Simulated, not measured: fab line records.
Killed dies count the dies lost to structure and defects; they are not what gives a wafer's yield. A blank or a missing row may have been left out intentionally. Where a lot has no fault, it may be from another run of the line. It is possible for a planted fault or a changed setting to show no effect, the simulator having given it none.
fab line records	flow n5_finfet
[record] lots = 24	wafers = 72	last_day = 18
route steps=1938 shown BEOL_M4@1081 BEOL_M5@1159 BEOL_M6@1208
lots that met no fault: taken from a fault-free run of the same line
start_h: hours from the record's first day to the start of the lot's first wafer shown	wait_h: hours since the lot's step before	" identical to the entry in the row above	L1.1+2: a single row standing in for several wafers	- no value present, or no start provided	* or withheld: withheld	< > ~ a bound
route shown NAME@n: names a module that has steps shown in the file, with the first one's number in the route	usual: mean/standard deviation taken from wafers without a fault	same: alike in all rows	chamber/n: place in a boat	sites: the reading at each site	_std_site: the standard deviation of these	_edge_site: mean of outer sites minus mean of inner sites	radius_mm: how far each site lies from the wafer's centre	mask NAME#n: copy n	behind: the last tool/chamber to shape the wafer	hold: cause of the lot's hold/its duration in hours/its outcome	device: the transistor (n, p or np) that didn't switch	end of line: tests of these same wafers at the route's end	a step with no rows: only its recipe	killed: not the wafer's yield, but the dies lost to structure and defects at the first sort	map: shows each die of a wafer: x if killed, . if not, _ if none is there
set.NAME: the setting the step ran with; set.NAME@STEP: the setting that earlier step ran with	model.NAME: the simulator's own value behind a step, which no gauge read
route steps across a sampled set of lots; one table per step, one row per wafer
services: from which hour (start_h, from the record's first day; less than 0 if before it) a tool's chamber was out of use, for how many hours, and why
[[steps]]
[step N5_BEOL_M4_ALD_84]
[recipe] material = TaN	target_thk_a = *	temp_c = 275	ald_precursor_family = PDMAT	ald_co_reactant = NH3	pressure_torr = 3	carrier_flow_sccm = 1500	pulse_time_s = 2	purge_time_s = 3	co_reactant_purge_time_s = 2	co_reactant_pulse_time_s = 3	ald_cycles = 30	precursor_vessel_temp_c = 75	precursor_vessel_pressure_torr = 26.25	precursor_vessel_carrier_sccm = 1000
[usual] heater_power_w = 408/58	precursor_vessel_carrier_sccm = 1000.0/2.8
[same] co_reactant_purge_time_s = 2
lot.wafer	tool	chamber	start_h	wait_h	heater_power_w	precursor_vessel_carrier_sccm	since_wet_clean_h
L075.2	ald_metal-03	3	173.44	0.0	391	999.1	4452
L075.4	"	0	"	"	379	1005.9	4452
L075.5	"	0	"	"	364	1002.0	-
L074.2	ald_metal-03	2	176.36	0.0	320	1000.9	4455
L074.3	"	3	"	"	397	1002.8	4455
L074.6	"	1	"	"	396	999.8	-
L076.1	ald_metal-01	0	176.38	0.0	435	999.7	2916
L076.4	"	3	"	"	306	1004.3	2916
L076.5	"	2	"	"	419	995.2	-
L077.3	ald_metal-04	1	187.43	0.0	447	1001.0	6004
L077.5	"	0	"	"	410	997.9	-
L077.6	"	3	"	"	489	998.0	-
L079.2	ald_metal-03	0	205.95	0.1	375	996.5	4484
L079.3	"	3	"	"	384	1000.5	4484
L079.6	"	1	"	"	396	1002.7	-
L078.1	ald_metal-04	1	210.34	0.0	450	998.8	6027
L078.2	"	0	"	"	421	999.2	6027
L078.5	"	3	"	"	502	996.9	-
L080.2	ald_metal-03	1	210.77	0.0	391	999.8	4489
L080.3	"	0	"	"	369	997.4	4489
L080.5	"	3	"	"	394	998.5	-
L082.3	ald_metal-01	0	210.85	0.0	460	1001.1	2951
L082.5	"	0	"	"	451	1001.1	-
L082.6	"	1	"	"	408	999.5	-
L081.1	ald_metal-04	3	211.40	0.1	492	998.9	6028
L081.3	"	0	"	"	430	1008.2	6028
L081.6	"	2	"	"	499	1000.6	-
L083.1	ald_metal-03	2	214.00	0.1	313	1002.6	4492
L083.2	"	1	"	"	385	999.9	4492
L083.6	"	2	"	"	317	1002.7	-
L084.1	ald_metal-04	0	217.24	0.2	423	1001.7	6034
L084.4	"	3	"	"	490	1000.1	6034
L084.5	"	3	"	"	482	999.2	-
L085.1	ald_metal-01	2	229.77	0.0	425	1001.6	2970
L085.3	"	0	"	"	445	1000.2	2970
L085.6	"	2	"	"	429	998.5	-
L086.3	ald_metal-04	3	243.37	0.1	494	1000.5	6060
L086.4	"	1	"	"	460	997.8	6060
L086.5	"	2	"	"	482	1001.4	-
L087.2	ald_metal-01	2	247.07	0.0	425	1003.2	2987
L087.3	"	0	"	"	435	1006.9	2987
L087.5	"	3	"	"	299	998.3	-
L088.3	ald_metal-04	3	252.88	0.1	487	1002.4	6070
L088.5	"	2	"	"	493	999.4	-
L088.6	"	1	"	"	435	1000.3	-
L089.1	ald_metal-04	0	256.57	0.2	420	998.4	6073
L089.2	"	2	"	"	507	998.7	6073
L089.3	"	3	"	"	498	999.3	6073
L090.2	ald_metal-01	2	264.79	0.0	415	1004.3	3005
L090.3	"	3	"	"	296	998.8	3005
L090.4	"	0	"	"	451	997.1	3005
L091.1	ald_metal-03	1	268.37	0.0	393	998.6	4547
L091.2	"	0	"	"	375	1002.0	4547
L091.4	"	3	"	"	400	998.9	4547
L092.1	ald_metal-01	3	275.23	0.1	298	1001.9	3015
L092.2	"	0	"	"	457	995.7	3015
L092.3	"	2	"	"	423	998.1	3015
L095.2	ald_metal-03	2	289.64	0.0	311	1001.8	4568
L095.3	"	1	"	"	403	995.6	4568
L095.6	"	2	"	"	317	998.3	-
L093.1	ald_metal-01	1	293.13	0.1	398	998.5	3033
L093.3	"	0	"	"	442	995.5	3033
L093.5	"	2	"	"	420	994.9	-
L094.1	ald_metal-01	2	297.65	0.0	413	1001.5	3037
L094.4	"	3	"	"	302	1002.1	3037
L094.5	"	1	"	"	401	999.7	-
L096.1	ald_metal-01	0	301.79	0.1	440	1000.2	3042
L096.3	"	2	"	"	417	997.6	3042
L096.4	"	1	"	"	391	1003.4	3042
L097.3	ald_metal-04	3	305.90	0.0	500	995.9	6123
L097.5	"	0	"	"	418	1001.6	-
L097.6	"	1	"	"	445	1002.3	-
[step N5_BEOL_M5_STRIP_36]
[recipe] chemistry = N2/H2	power_w = 450	temp_c = 40	pressure_mtorr = 20	rf_frequency_hz = 6e+07	overash_fraction = 0.3	bias_power_w = 7	h2_frac = 0.5	n2_flow_sccm = 200	h2_flow_sccm = 200
[usual] drypump_motor_current_A = 5.38/0.27	n2_flow_sccm = 199.9/0.7	oes_product_au = 0.80/0.11	rf_vpp_V = 59.3/1.4	showerhead_plenum_p_Torr = 2.56/0.064	throttle_valve_pct = 23.7/0.36
lot.wafer	tool	chamber	start_h	wait_h	drypump_motor_current_A	n2_flow_sccm	oes_product_au	rf_hours_counter_h	rf_vpp_V	showerhead_plenum_p_Torr	throttle_valve_pct
L075.2	rie_diel-05	2	181.29	0.0	5.66	199.0	0.96	3	58.4	2.60	23.6
L075.4	"	0	"	"	5.05	199.8	0.68	250	61.4	2.63	24.1
L075.5	"	0	"	"	5.06	199.5	0.67	-	60.7	2.62	24.1
L074.2	rie_diel-03	2	187.36	0.0	5.28	198.9	0.67	231	58.3	2.50	24.0
L074.3	"	3	"	"	5.16	199.6	0.69	243	59.5	2.62	24.0
L074.6	"	3	"	"	5.14	199.3	0.69	-	57.3	2.62	24.1
L076.1	rie_diel-06	0	187.77	0.0	5.10	200.8	0.74	153	59.8	2.67	23.7
L076.4	"	0	"	"	5.09	201.2	0.74	-	59.8	2.67	23.7
L076.5	"	3	"	"	5.32	199.4	0.71	-	59.4	2.54	23.9
L077.3	rie_diel-06	0	197.91	0.0	5.09	199.9	0.72	156	61.1	2.66	23.7
L077.5	"	1	"	"	5.44	199.9	0.99	-	58.6	2.60	23.3
L077.6	"	2	"	"	5.88	199.5	0.73	-	59.8	2.54	24.5
L079.2	rie_diel-06	3	215.85	0.0	5.33	200.0	0.69	179	59.7	2.53	24.0
L079.3	"	2	"	"	5.92	199.9	0.72	203	60.3	2.54	24.5
L079.6	"	0	"	"	5.10	199.1	0.73	-	58.5	2.66	23.7
L078.1	rie_diel-03	0	221.36	0.0	5.95	199.7	0.71	204	59.7	2.51	23.1
L078.2	"	2	"	"	5.32	200.8	0.69	242	60.4	2.50	24.0
L078.5	"	2	"	"	5.29	199.2	0.68	-	60.5	2.50	24.0
L082.3	rie_diel-06	0	221.48	0.0	5.09	199.1	0.72	163	57.7	2.66	23.7
L082.5	"	0	"	"	5.10	198.9	0.73	-	58.5	2.66	23.7
L082.6	"	1	"	"	5.43	200.6	0.95	-	59.2	2.60	23.3
L080.2	rie_diel-03	1	221.75	0.0	5.30	200.6	0.80	71	61.4	2.67	23.3
L080.3	"	0	"	"	5.93	200.5	0.72	204	59.6	2.51	23.2
L080.5	"	1	"	"	5.28	200.4	0.80	-	59.7	2.67	23.3
L081.1	rie_diel-06	0	228.75	0.0	5.06	200.1	0.72	165	57.5	2.66	23.7
L081.3	"	0	"	"	5.10	200.5	0.72	-	61.9	2.66	23.7
L081.6	"	1	"	"	5.46	200.2	0.93	-	58.8	2.60	23.3
L083.1	rie_diel-03	1	229.13	0.0	5.28	198.5	0.80	73	60.4	2.67	23.4
L083.2	"	2	"	"	5.25	199.5	0.66	245	60.4	2.50	24.0
L083.6	"	0	"	"	5.94	199.9	0.70	-	59.4	2.51	23.1
L084.1	rie_diel-05	0	230.16	0.0	5.05	201.4	0.99	5	60.9	2.62	23.7
L084.4	"	3	"	"	5.32	200.6	0.73	176	57.5	2.52	23.9
L084.5	"	3	"	"	5.32	201.1	0.72	-	59.1	2.52	23.9
L085.1	rie_diel-05	3	239.48	0.0	5.31	199.2	0.73	177	58.1	2.52	23.9
L085.3	"	1	"	"	5.44	198.9	0.89	42	58.7	2.48	23.2
L085.6	"	0	"	"	5.02	198.5	0.99	-	59.5	2.62	23.7
L086.3	rie_diel-05	2	251.52	0.0	5.66	199.0	0.90	26	63.8	2.59	23.7
L086.4	"	1	"	"	5.46	199.7	0.89	46	60.0	2.48	23.2
L086.5	"	0	"	"	5.03	200.6	0.96	-	59.0	2.62	23.7
L087.2	rie_diel-05	3	257.34	0.0	5.34	200.2	0.72	184	59.1	2.52	23.9
L087.3	"	1	"	"	5.47	199.4	0.89	48	61.1	2.48	23.2
L087.5	"	0	"	"	5.04	199.5	0.97	-	58.9	2.62	23.7
L088.3	rie_diel-06	2	263.95	0.0	5.93	199.1	0.72	213	58.5	2.54	24.5
L088.5	"	2	"	"	5.91	200.6	0.72	-	59.3	2.54	24.5
L088.6	"	3	"	"	5.32	200.1	0.68	-	61.1	2.53	23.9
L089.1	rie_diel-05	1	267.15	0.0	5.47	199.8	0.87	51	57.3	2.47	23.2
L089.2	"	3	"	"	5.31	199.6	0.71	188	57.8	2.51	23.9
L089.3	"	2	"	"	5.67	201.0	0.87	32	60.3	2.59	23.7
L090.2	rie_diel-03	0	274.98	0.0	5.94	200.2	0.68	223	59.7	2.50	23.2
L090.3	"	3	"	"	5.15	201.2	0.96	8	60.0	2.62	23.7
L090.4	"	2	"	"	5.28	200.9	0.95	2	58.8	2.49	23.7
L091.1	rie_diel-05	0	277.57	0.0	5.00	200.4	0.95	18	61.4	2.62	23.7
L091.2	"	2	"	"	5.71	198.8	0.88	35	59.8	2.59	23.7
L091.4	"	1	"	"	5.47	200.4	0.88	54	60.5	2.47	23.3
L092.1	rie_diel-06	2	283.97	0.0	5.88	199.3	0.72	217	59.3	2.54	24.5
L092.2	"	1	"	"	5.45	200.1	0.90	26	58.2	2.59	23.3
L092.3	"	0	"	"	5.06	199.2	0.71	182	58.1	2.65	23.7
L095.2	rie_diel-05	3	299.99	0.0	5.34	200.0	0.71	197	55.9	2.51	23.9
L095.3	"	0	"	"	5.04	199.8	0.94	26	57.7	2.61	23.8
L095.6	"	1	"	"	5.47	200.2	0.87	-	57.8	2.47	23.3
L093.1	rie_diel-05	0	301.76	0.0	5.02	199.8	0.94	27	61.5	2.61	23.7
L093.3	"	1	"	"	5.48	199.5	0.87	62	60.6	2.47	23.3
L093.5	"	1	"	"	5.49	199.3	0.87	-	59.0	2.47	23.3
L094.1	rie_diel-05	3	309.83	0.0	5.33	200.4	0.70	203	59.7	2.51	23.9
L094.4	"	3	"	"	5.31	199.8	0.71	-	59.5	2.51	23.9
L094.5	"	3	"	"	5.34	199.8	0.71	-	57.2	2.51	24.0
L096.1	rie_diel-06	0	313.82	0.0	5.07	199.7	0.71	187	60.7	2.65	23.7
L096.3	"	1	"	"	5.47	200.4	0.88	36	59.1	2.59	23.3
L096.4	"	2	"	"	5.93	201.1	0.72	227	59.1	2.53	24.5
L097.3	rie_diel-03	3	315.21	0.0	5.17	200.3	0.93	23	58.9	2.61	23.7
L097.5	"	1	"	"	5.27	200.8	0.76	-	59.4	2.65	23.4
L097.6	"	2	"	"	5.24	200.6	0.91	-	60.5	2.49	23.6
[step N5_BEOL_M5_ANNEAL_82]
[recipe] temp_c = 400	time_s = 1800	ambient = vacuum
[usual] heater_power_w = 845/79
lot.wafer	tool	chamber	start_h	wait_h	heater_power_w
L075.2	pvd_sputter-01	-	184.42	0.0	898
L075.4	"	-	"	"	810
L075.5	"	-	"	"	786
L074.2	pvd_sputter-01	-	191.61	0.0	802
L074.3	"	-	"	"	898
L074.6	"	-	"	"	801
L076.1	pvd_sputter-02	-	191.71	0.0	1031
L076.4	"	-	"	"	915
L076.5	"	-	"	"	894
L077.3	pvd_sputter-01	-	201.80	0.0	915
L077.5	"	-	"	"	894
L077.6	"	-	"	"	770
L079.2	pvd_sputter-01	-	218.55	0.0	819
L079.3	"	-	"	"	805
L079.6	"	-	"	"	903
L078.1	pvd_sputter-03	-	223.88	0.0	873
L078.2	"	-	"	"	911
L078.5	"	-	"	"	845
L082.3	pvd_sputter-01	-	224.68	0.0	801
L082.5	"	-	"	"	808
L082.6	"	-	"	"	861
L080.2	pvd_sputter-02	-	226.47	0.0	896
L080.3	"	-	"	"	805
L080.5	"	-	"	"	892
L081.1	pvd_sputter-01	-	231.53	0.0	801
L081.3	"	-	"	"	806
L081.6	"	-	"	"	775
L083.1	pvd_sputter-02	-	232.85	0.0	802
L083.2	"	-	"	"	1020
L083.6	"	-	"	"	910
L084.1	pvd_sputter-03	-	233.96	0.0	905
L084.4	"	-	"	"	699
L084.5	"	-	"	"	701
L085.1	pvd_sputter-02	-	243.81	0.0	815
L085.3	"	-	"	"	921
L085.6	"	-	"	"	817
L086.3	pvd_sputter-02	-	254.23	0.0	1011
L086.4	"	-	"	"	811
L086.5	"	-	"	"	1047
L087.2	pvd_sputter-01	-	261.33	0.0	801
L087.3	"	-	"	"	802
L087.5	"	-	"	"	801
L088.3	pvd_sputter-03	-	267.33	0.0	853
L088.5	"	-	"	"	853
L088.6	"	-	"	"	710
L089.1	pvd_sputter-03	-	271.76	0.0	873
L089.2	"	-	"	"	671
L089.3	"	-	"	"	879
L090.2	pvd_sputter-02	-	277.98	0.0	801
L090.3	"	-	"	"	906
L090.4	"	-	"	"	815
L091.1	pvd_sputter-03	-	280.37	0.0	681
L091.2	"	-	"	"	854
L091.4	"	-	"	"	843
L092.1	pvd_sputter-01	-	286.54	0.0	801
L092.2	"	-	"	"	782
L092.3	"	-	"	"	808
L095.2	pvd_sputter-01	-	302.92	0.0	798
L095.3	"	-	"	"	821
L095.6	"	-	"	"	896
L093.1	pvd_sputter-02	-	305.96	0.0	803
L093.3	"	-	"	"	807
L093.5	"	-	"	"	1039
L094.1	pvd_sputter-02	-	313.33	0.0	825
L094.4	"	-	"	"	807
L094.5	"	-	"	"	1044
L096.1	pvd_sputter-01	-	317.44	0.0	873
L096.3	"	-	"	"	799
L096.4	"	-	"	"	799
L097.3	pvd_sputter-02	-	320.61	0.0	860
L097.5	"	-	"	"	804
L097.6	"	-	"	"	1019
[step N5_BEOL_M5_ANNEAL_89]
[recipe] temp_c = 400	time_s = 1800	ambient = vacuum
[usual] heater_power_w = 845/80
lot.wafer	tool	chamber	start_h	wait_h	heater_power_w
L075.2	pvd_sputter-01	-	186.60	0.0	898
L075.4	"	-	"	"	797
L075.5	"	-	"	"	797
L074.2	pvd_sputter-01	-	193.78	0.0	795
L074.3	"	-	"	"	863
L074.6	"	-	"	"	803
L076.1	pvd_sputter-02	-	193.88	0.0	1063
L076.4	"	-	"	"	896
L076.5	"	-	"	"	912
L077.3	pvd_sputter-01	-	203.97	0.0	865
L077.5	"	-	"	"	900
L077.6	"	-	"	"	808
L079.2	pvd_sputter-01	-	220.87	0.0	789
L079.3	"	-	"	"	808
L079.6	"	-	"	"	890
L078.1	pvd_sputter-03	-	226.05	0.0	871
L078.2	"	-	"	"	890
L078.5	"	-	"	"	819
L082.3	pvd_sputter-01	-	227.66	0.0	785
L082.5	"	-	"	"	804
L082.6	"	-	"	"	902
L080.2	pvd_sputter-02	-	228.64	0.0	914
L080.3	"	-	"	"	778
L080.5	"	-	"	"	883
L081.1	pvd_sputter-01	-	233.70	0.0	777
L081.3	"	-	"	"	800
L081.6	"	-	"	"	797
L083.1	pvd_sputter-02	-	235.02	0.0	828
L083.2	"	-	"	"	1022
L083.6	"	-	"	"	883
L084.1	pvd_sputter-03	-	236.13	0.0	893
L084.4	"	-	"	"	695
L084.5	"	-	"	"	694
L085.1	pvd_sputter-02	-	245.99	0.0	816
L085.3	"	-	"	"	924
L085.6	"	-	"	"	799
L086.3	pvd_sputter-02	-	256.40	0.0	1047
L086.4	"	-	"	"	797
L086.5	"	-	"	"	1054
L087.2	pvd_sputter-01	-	263.51	0.0	784
L087.3	"	-	"	"	797
L087.5	"	-	"	"	816
L088.3	pvd_sputter-03	-	269.50	0.0	868
L088.5	"	-	"	"	861
L088.6	"	-	"	"	698
L089.1	pvd_sputter-03	-	273.93	0.0	852
L089.2	"	-	"	"	690
L089.3	"	-	"	"	887
L090.2	pvd_sputter-02	-	280.15	0.0	809
L090.3	"	-	"	"	875
L090.4	"	-	"	"	826
L091.1	pvd_sputter-03	-	282.54	0.0	682
L091.2	"	-	"	"	845
L091.4	"	-	"	"	860
L092.1	pvd_sputter-01	-	288.72	0.0	774
L092.2	"	-	"	"	801
L092.3	"	-	"	"	806
L095.2	pvd_sputter-01	-	305.09	0.0	798
L095.3	"	-	"	"	787
L095.6	"	-	"	"	892
L093.1	pvd_sputter-02	-	308.13	0.0	820
L093.3	"	-	"	"	821
L093.5	"	-	"	"	1045
L094.1	pvd_sputter-02	-	315.50	0.0	804
L094.4	"	-	"	"	821
L094.5	"	-	"	"	1042
L096.1	pvd_sputter-01	-	319.62	0.0	879
L096.3	"	-	"	"	795
L096.4	"	-	"	"	816
L097.3	pvd_sputter-02	-	322.78	0.0	907
L097.5	"	-	"	"	805
L097.6	"	-	"	"	1032
[step N5_BEOL_M6_OVL_MEAS_12]
[recipe] points_per_wafer = 44
[usual] M6_OVL = 0.8/0.75
[same] points_per_wafer = 44
lot.wafer	tool	chamber	start_h	wait_h	M6_OVL[nm]
L075.2	overlay-02	0	190.62	0.0	-0.3
L075.4	"	0	"	"	0.1
L075.5	"	0	"	"	0.5
L076.1	overlay-02	0	198.48	0.0	1.4
L076.4	"	0	"	"	1.5
L076.5	"	0	"	"	2.1
L074.2	overlay-02	0	198.64	0.0	-0.8
L074.3	"	0	"	"	0.2
L074.6	"	0	"	"	-0.5
L077.3	overlay-01	0	208.10	0.0	0.9
L077.5	"	0	"	"	1.4
L077.6	"	0	"	"	1.5
L079.2	overlay-02	0	227.97	0.0	0.6
L079.3	"	0	"	"	0.2
L079.6	"	0	"	"	0.3
L078.1	overlay-02	0	229.77	0.0	1.0
L078.2	"	0	"	"	2.4
L078.5	"	0	"	"	1.5
L082.3	overlay-02	0	232.66	0.0	1.0
L082.5	"	0	"	"	0.8
L082.6	"	0	"	"	0.5
L080.2	overlay-01	0	235.58	0.0	0.6
L080.3	"	0	"	"	0.2
L080.5	"	0	"	"	-0.3
L081.1	overlay-02	0	237.78	0.0	0.7
L081.3	"	0	"	"	1.2
L081.6	"	0	"	"	-0.9
L083.1	overlay-02	0	239.82	0.0	1.5
L083.2	"	0	"	"	1.9
L083.6	"	0	"	"	2.4
L084.1	overlay-01	0	242.53	0.0	1.3
L084.4	"	0	"	"	1.4
L084.5	"	0	"	"	1.0
L085.1	overlay-02	0	249.69	0.0	1.8
L085.3	"	0	"	"	1.8
L085.6	"	0	"	"	1.3
L086.3	overlay-01	0	264.57	0.0	0.5
L086.4	"	0	"	"	1.2
L086.5	"	0	"	"	0.7
L087.2	overlay-02	0	267.84	0.0	-0.5
L087.3	"	0	"	"	1.1
L087.5	"	0	"	"	1.0
L088.3	overlay-02	0	274.01	0.0	1.0
L088.5	"	0	"	"	1.2
L088.6	"	0	"	"	2.0
L089.1	overlay-02	0	278.67	0.0	1.7
L089.2	"	0	"	"	0.9
L089.3	"	0	"	"	1.2
L090.2	overlay-02	0	284.44	0.0	0.4
L090.3	"	0	"	"	1.7
L090.4	"	0	"	"	0.8
L091.1	overlay-01	0	288.56	0.0	2.2
L091.2	"	0	"	"	0.9
L091.4	"	0	"	"	1.9
L092.1	overlay-01	0	293.36	0.0	1.0
L092.2	"	0	"	"	0.3
L092.3	"	0	"	"	0.3
L095.2	overlay-01	0	309.94	0.0	0.4
L095.3	"	0	"	"	0.9
L095.6	"	0	"	"	0.5
L093.1	overlay-01	0	312.67	0.0	1.4
L093.3	"	0	"	"	0.6
L093.5	"	0	"	"	0.8
L094.1	overlay-02	0	321.71	0.0	0.3
L094.4	"	0	"	"	-0.2
L094.5	"	0	"	"	-0.1
L096.1	overlay-02	0	325.16	0.0	-1.1
L096.3	"	0	"	"	0.8
L096.4	"	0	"	"	-0.1
L097.3	overlay-02	0	327.02	0.0	0.3
L097.5	"	0	"	"	0.2
L097.6	"	0	"	"	-0.1
[step N5_BEOL_M6_DESCUM_16]
[recipe] chemistry = O2	time_s = 7.9	source_power_w = 50	bias_power_w = 20	pressure_mtorr = 20	rf_frequency_hz = 2.712e+07	temp_c = 40	resist = CAR-ArF	o2_flow_sccm = 225
[usual] drypump_motor_current_A = 5.9/0.56	oes_product_au = 0.77/0.072	rf_vpp_V = 242.4/1.2	showerhead_plenum_p_Torr = 2.05/0.058	throttle_valve_pct = 20.57/0.28
lot.wafer	tool	chamber	start_h	wait_h	drypump_motor_current_A	oes_product_au	rf_hours_counter_h	rf_vpp_V	showerhead_plenum_p_Torr	throttle_valve_pct
L075.2	rie_diel-04	2	190.68	0.0	6.1	0.87	50	242.3	2.03	20.10
L075.4	"	0	"	"	6.8	0.71	204	241.2	1.99	20.82
L075.5	"	0	"	"	6.8	0.71	-	240.0	1.99	20.81
L076.1	rie_diel-01	0	198.54	0.0	5.3	0.85	54	244.2	2.12	20.39
L076.4	"	3	"	"	6.2	0.80	68	242.6	2.11	19.94
L076.5	"	2	"	"	5.2	0.79	-	243.0	2.03	20.44
L074.2	rie_diel-02	1	198.70	0.0	6.6	0.72	171	243.1	2.08	20.67
L074.3	"	0	"	"	5.6	0.71	246	244.1	2.16	20.84
L074.6	"	3	"	"	5.0	0.73	-	242.4	2.06	20.73
L077.3	rie_diel-02	0	208.38	0.3	5.6	0.71	249	243.1	2.16	20.83
L077.5	"	2	"	"	5.8	0.74	-	243.9	2.17	20.46
L077.6	"	1	"	"	6.6	0.72	-	243.5	2.08	20.67
L079.2	rie_diel-04	2	228.34	0.3	6.2	0.84	64	242.9	2.02	20.10
L079.3	"	3	"	"	5.3	0.74	184	243.5	2.00	20.64
L079.6	"	0	"	"	6.8	0.71	-	241.0	1.99	20.86
L078.1	rie_diel-04	0	229.83	0.0	6.8	0.70	217	240.6	1.99	20.84
L078.2	"	3	"	"	5.3	0.74	184	242.9	2.00	20.67
L078.5	"	1	"	"	6.0	0.69	-	243.9	2.08	20.95
L082.3	rie_diel-02	2	232.87	0.2	5.8	0.74	194	244.0	2.16	20.47
L082.5	"	2	"	"	5.8	0.74	-	244.0	2.16	20.46
L082.6	"	3	"	"	5.0	0.71	-	241.4	2.05	20.74
L080.2	rie_diel-04	3	236.48	0.9	5.3	0.74	187	241.5	2.00	20.68
L080.3	"	1	"	"	6.0	0.70	237	242.1	2.08	20.98
L080.5	"	1	"	"	6.0	0.70	-	243.8	2.08	20.97
L081.1	rie_diel-04	0	237.84	0.0	6.8	0.70	220	243.1	1.99	20.85
L081.3	"	1	"	"	6.0	0.71	237	241.9	2.08	20.98
L081.6	"	3	"	"	5.3	0.74	-	241.9	2.00	20.66
L083.1	rie_diel-04	0	239.90	0.1	6.8	0.70	220	241.7	1.99	20.83
L083.2	"	2	"	"	6.1	0.86	69	242.6	2.02	20.11
L083.6	"	0	"	"	6.8	0.71	-	242.8	1.99	20.85
L084.1	rie_diel-04	0	242.58	0.0	6.8	0.70	222	241.7	1.98	20.83
L084.4	"	3	"	"	5.3	0.73	189	240.5	2.00	20.66
L084.5	"	2	"	"	6.2	0.84	-	243.5	2.02	20.12
L085.1	rie_diel-04	0	249.75	0.0	6.8	0.70	225	240.9	1.98	20.84
L085.3	"	2	"	"	6.2	0.84	72	241.3	2.02	20.12
L085.6	"	1	"	"	6.0	0.70	-	243.7	2.08	20.98
L086.3	rie_diel-02	0	264.75	0.2	5.6	0.92	14	243.7	2.16	20.47
L086.4	"	2	"	"	5.8	0.73	206	243.5	2.16	20.50
L086.5	"	1	"	"	6.6	0.71	-	241.2	2.07	20.69
L087.2	rie_diel-01	0	267.89	0.0	5.3	0.83	76	243.4	2.12	20.43
L087.3	"	1	"	"	5.4	0.79	99	243.1	2.14	20.46
L087.5	"	3	"	"	6.2	0.79	-	243.7	2.10	19.97
L088.3	rie_diel-02	1	274.06	0.0	6.6	0.70	200	243.1	2.07	20.70
L088.5	"	2	"	"	5.8	0.73	-	243.6	2.16	20.49
L088.6	"	3	"	"	5.0	0.70	-	242.3	2.05	20.76
L089.1	rie_diel-01	0	278.73	0.0	5.3	0.83	79	245.1	2.12	20.44
L089.2	"	3	"	"	6.2	0.79	92	243.1	2.10	19.96
L089.3	"	1	"	"	5.4	0.78	102	243.1	2.14	20.45
L090.2	rie_diel-04	2	284.50	0.0	6.1	0.83	86	241.9	2.02	20.13
L090.3	"	3	"	"	5.3	0.73	205	241.7	2.00	20.69
L090.4	"	0	"	"	6.8	0.70	-	242.1	1.98	20.88
L091.1	rie_diel-01	1	288.62	0.0	5.4	0.78	105	242.3	2.14	20.46
L091.2	"	3	"	"	6.2	0.78	95	243.2	2.10	19.97
L091.4	"	0	"	"	5.3	0.82	82	242.3	2.11	20.46
L092.1	rie_diel-04	0	293.42	0.0	6.8	0.68	241	242.1	1.98	20.88
L092.2	"	2	"	"	6.1	0.82	89	242.7	2.02	20.14
L092.3	"	1	"	"	6.1	1.00	2	242.5	2.08	20.64
L095.2	rie_diel-04	2	309.99	0.0	6.1	0.82	96	241.8	2.01	20.14
L095.3	"	1	"	"	6.1	0.96	8	241.7	2.07	20.66
L095.6	"	3	"	"	5.3	0.72	-	242.6	1.99	20.71
L093.1	rie_diel-02	3	312.72	0.0	5.0	0.70	227	242.7	2.04	20.81
L093.3	"	0	"	"	5.6	0.88	27	242.6	2.15	20.52
L093.5	"	0	"	"	5.6	0.88	-	243.3	2.15	20.49
L094.1	rie_diel-04	3	321.77	0.0	5.3	0.72	221	240.1	1.99	20.72
L094.4	"	2	"	"	6.1	0.81	-	241.4	2.01	20.17
L094.5	"	3	"	"	5.3	0.73	-	239.9	1.99	20.71
L096.1	rie_diel-04	1	325.22	0.0	6.0	0.94	15	242.2	2.07	20.66
L096.3	"	2	"	"	6.2	0.82	104	241.6	2.01	20.16
L096.4	"	2	"	"	6.2	0.80	-	242.7	2.01	20.16
L097.3	rie_diel-04	3	327.13	0.1	5.3	0.72	224	239.3	1.99	20.73
L097.5	"	1	"	"	6.0	0.95	-	241.4	2.07	20.67
L097.6	"	2	"	"	6.2	0.81	-	241.1	2.01	20.16
[[services]]
tool	chamber	start_h	hours	kind
pvd_sputter-03	-	152.34	6.3	repair
pvd_sputter-03	-	160.23	10.0	repair
rie_diel-06	0	169.70	4.3	repair
ald_metal-01	-	178.52	28.1	pm
rie_diel-05	-	184.13	1.2	repair
rie_diel-03	3	207.89	9.7	repair
rie_diel-03	-	223.67	1.2	repair
ald_metal-03	3	224.77	1.5	repair
rie_diel-06	3	226.39	4.2	repair
rie_diel-06	2	227.03	16.7	repair
pvd_sputter-02	-	239.55	2.6	repair
rie_diel-03	-	252.99	2.8	pm
rie_diel-03	3	257.10	10.3	repair
rie_diel-02	0	269.78	9.7	repair
ald_metal-03	3	270.75	2.6	repair
rie_diel-03	0	275.51	4.4	repair
rie_diel-03	-	281.98	0.1	repair
ald_metal-03	0	286.11	7.2	repair
rie_diel-06	0	287.29	12.3	repair
rie_diel-05	2	295.07	17.0	repair
ald_metal-01	2	305.26	24.2	repair
pvd_sputter-01	-	306.96	5.3	repair
rie_diel-05	2	316.07	4.0	repair
rie_diel-03	3	317.28	3.7	repair
[[key]]
fault none
